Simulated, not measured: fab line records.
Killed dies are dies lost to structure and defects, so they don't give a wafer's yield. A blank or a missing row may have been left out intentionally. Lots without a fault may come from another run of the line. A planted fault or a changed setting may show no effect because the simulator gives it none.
Which tool did it? | flow nandHarc | route of 1159 steps, sampled at 1 step: 12 lots, 36 wafers

== WHAT THE GAUGES READ, wafer by wafer ==
NHARC_A_CONTACT_CD_MEAS_69 targets a cd of 200 nm.
lot  | measured     | on       | cdNm (nm)
L076 | day 17 01:31 | cdSem-03 | 199.7 198.6 199.3
L077 | day 17 20:25 | cdSem-01 | 200.1 200.6 199.8
L078 | day 18 02:05 | cdSem-02 | 199.5 199.9 199.8
L081 | day 18 18:07 | cdSem-01 | 200.8 200.4 200.5
L083 | day 19 01:17 | cdSem-01 | 199.6 200.0 199.9
L087 | day 19 13:26 | cdSem-02 | 200.4 201.0 199.8
L086 | day 19 19:07 | cdSem-02 | 200.5 201.5 201.3
L089 | day 20 05:01 | cdSem-02 | 198.8 198.9 200.1
L091 | day 20 10:44 | cdSem-02 | 199.7 199.6 199.7
L093 | day 21 08:02 | cdSem-01 | 199.9 200.1 199.7
L095 | day 21 13:03 | cdSem-03 | 200.4 200.5 199.3
L097 | day 22 21:21 | cdSem-02 | 200.4 199.1 199.2

== TOOL THAT RAN EACH LOT (tool first, then ch and the chambers of the sampled wafers, then the start) ==
The record holds no process step before these readings.

== THE ANSWER, worked out from the rows above alone ==
Rule: the usual values come from the lots themselves. The widest of any qualifying gaps counts: lots, ordered by their means at a reading, are off when they make up no more than a third of the lots, leave a main group of 4 or more, and stand apart from it by 3 or more times the standard deviation of that group's means. A main group is skipped when, at the precision printed for the reading in the tables above, its means are all equal. A lot without any number at a reading at which 4 lots or more have one is off too. Any other lot the step has rows for is counted as sound.
No lot is off at any reading shown: from this, nothing can be told.

== WHAT HAD BEEN PUT IN BY THE SIMULATOR ==
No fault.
